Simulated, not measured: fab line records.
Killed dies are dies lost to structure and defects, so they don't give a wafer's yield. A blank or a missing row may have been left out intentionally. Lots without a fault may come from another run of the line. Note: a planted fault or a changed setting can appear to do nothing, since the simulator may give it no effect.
Comparing a struck lot with a sound one    flow nand_harc    15 steps out of a route of 1159
Sound: the wafers L357.2, L357.4, L357.5. Struck: wafer L371.5 (left out: L371.3, L371.4 of the same lot, which were not struck); the cause appears at the end.
Each step with rows lists, per side, the tool, then ch with its chambers, then its first start. Under that, the readings that differ: sound wafers    struck wafers    difference of the means    sigmas: that difference in standard deviations of wafers without a fault.
alike: readings with means less than 2 such deviations apart, plus words and numbers identical on both sides. not compared: withheld readings, readings lacking a value on some wafer, bounds such as >300 that could conceal the same value, and numbers that have no deviation in the record and whose values overlap.
Wherever a step has rows on one side only, a row that says differs or no value, or a row with sigmas, the two part there. Non-overlapping numbers with no deviation appear without sigmas and do not part them. A reading that every wafer of one side lacks parts them only if that side has two wafers or more.

first, 1 step without rows for these wafers: NHARC_P_CONTACT_DESCUM_17 (chemistry O2, time 3 s).
NHARC_P_CONTACT_ETCH_35: etches the open film in CF4, target depth 39 nm, time 65 s.
  sound on rie_diel-01 ch 0,2, day 8 07:41; struck on rie_diel-01 ch 2, day 9 19:11
  alike: bias_w, drypump_motor_current_A, oes_product_au, rf_vpp_V, showerhead_plenum_p_Torr, throttle_valve_pct
  not compared: rf_hours_counter_h
NHARC_P_CONTACT_ETCH_36: etches the open film in N2/H2, target depth 260 nm, time 406.25 s.
  sound on rie_diel-01 ch 0,2,3; struck on rie_diel-01 ch 2
reading     sound              struck  difference  sigmas
bias_w (W)  150.3 150.3 149.4  149.0   -1.0        -2
  alike: drypump_motor_current_A, oes_product_au, rf_vpp_V, showerhead_plenum_p_Torr, throttle_valve_pct
  not compared: rf_hours_counter_h
then, 2 steps without rows for these wafers: NHARC_P_CONTACT_ETCH_18 (etches the open film in C4F8/O2/Ar, target depth 481 nm, time 240.5 s); NHARC_P_CONTACT_STRIP_37 (strips in C4F8/O2/Ar).
NHARC_P_CONTACT_ETCH_31: etches the open film in CH3F/O2, target depth 30 nm, time 85.7 s.
  sound on rie_diel-01 ch 0,2; struck on rie_diel-01 ch 2
  alike: bias_w, drypump_motor_current_A, oes_product_au, rf_vpp_V, showerhead_plenum_p_Torr, throttle_valve_pct
  not compared: rf_hours_counter_h
NHARC_P_CONTACT_CD_MEAS_19:
  sound on cd_sem-01 at day 8 08:36; struck on cd_sem-03 at day 9 19:59
  alike: cd_nm
then, 4 steps without rows for these wafers: NHARC_P_CONTACT_STRIP_28 (strips in O2); NHARC_P_CONTACT_STRIP_29 (strips in post etch residue remover, time 1200 s); NHARC_P_CONTACT_DEGAS_38 (time 60 s); NHARC_P_CONTACT_PRE_CLEAN_39 (time 19.5 s).
NHARC_P_CONTACT_PVD_32: deposits Ti, target thk 5 nm, time 17.7 s.
  sound on pvd_sputter-02; struck on pvd_sputter-02
  alike: throttle_valve_pct
NHARC_P_CONTACT_ALD_22: deposits TiN, target thk 3 nm, pulse time 1 s, ald cycles 150.
  sound on ald_metal-03 ch 1,2,3, day 8 09:38; struck on ald_metal-03 ch 3, day 9 20:57
reading     sound        struck  difference  sigmas
ald_cycles  150 150 150  106     -44         
  alike: heater_power_w, precursor_pulse_height_rel, susceptor_temp_C
NHARC_P_CONTACT_CVD_23: deposits W, target thk 200 nm, time 557 s.
  sound on cvd_w-02 ch 0,1; struck on cvd_w-01 ch 0
  alike: heater_power_w, susceptor_temp_C, throttle_valve_pct
following that, these wafers have no rows for 1 step: NHARC_END_SORT_01.

== WHERE THEY PART ==
Within this record, at NHARC_P_CONTACT_ETCH_36 only. Later steps at which nothing parts them and some readings are alike: NHARC_P_CONTACT_ETCH_31, NHARC_P_CONTACT_CD_MEAS_19, NHARC_P_CONTACT_PVD_32, NHARC_P_CONTACT_ALD_22, NHARC_P_CONTACT_CVD_23.

WHY: the cause the simulator had injected
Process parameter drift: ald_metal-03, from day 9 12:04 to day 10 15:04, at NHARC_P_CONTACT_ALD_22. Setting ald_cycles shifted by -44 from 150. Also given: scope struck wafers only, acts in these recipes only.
